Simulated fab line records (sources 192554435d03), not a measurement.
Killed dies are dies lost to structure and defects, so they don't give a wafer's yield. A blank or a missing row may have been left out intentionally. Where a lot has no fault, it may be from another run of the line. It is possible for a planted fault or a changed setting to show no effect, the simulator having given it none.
Chamber matching | flow n5 finfet | 4 sister chambers for N5_MOL_CONTACT_COAG_VIA_ETCH_117 on rie diel-04
The step etches SiO2 in C4F6/O2, target depth 40 nm, overetch 8 nm, time 26 s. 4 wafers are shown with their chamber, then 7 later ones without.

== WAFERS WITH THEIR CHAMBER ==
wafer  | chamber | throttle valve pct (%)
L214.1 | 0       | 41.18
L216.6 | 1       | 41.64
L218.1 | 3       | 40.82
L218.3 | 2       | 41.31

== WAFERS WITHOUT THEIR CHAMBER ==
wafer  | throttle valve pct (%)
L218.5 | 41.32
L219.4 | 41.20
L219.5 | 41.20
L219.6 | 40.82
L224.1 | 41.32
L224.4 | 40.82
L224.6 | 41.20

== WHICH CHAMBER EACH WENT THROUGH ==
wafer  | from the rows above | in truth
L218.5 | 2                   | 2
L219.4 | 0                   | 0
L219.5 | 0                   | 0
L219.6 | 3                   | 3
L224.1 | 2                   | 2
L224.4 | 3                   | 3
L224.6 | 0                   | 0
Correctly placed: 7 of 7. Not placeable from these rows: 0. 0 placed wrongly.
How it was worked out, from the rows above alone: a wafer's distance from a chamber is the root of the sum, over the readings, of the square of ((its reading less the chamber's mean) divided by the reading's scatter). If the next closest chamber is less than 2 further off than the closest, the wafer can't be placed; otherwise it belongs to the closest. A chamber's mean is the mean of its shown wafers. The scatter (one wafer shown for each chamber): square how far every hidden wafer sits from the nearest shown wafer, average those squares and take the square root.
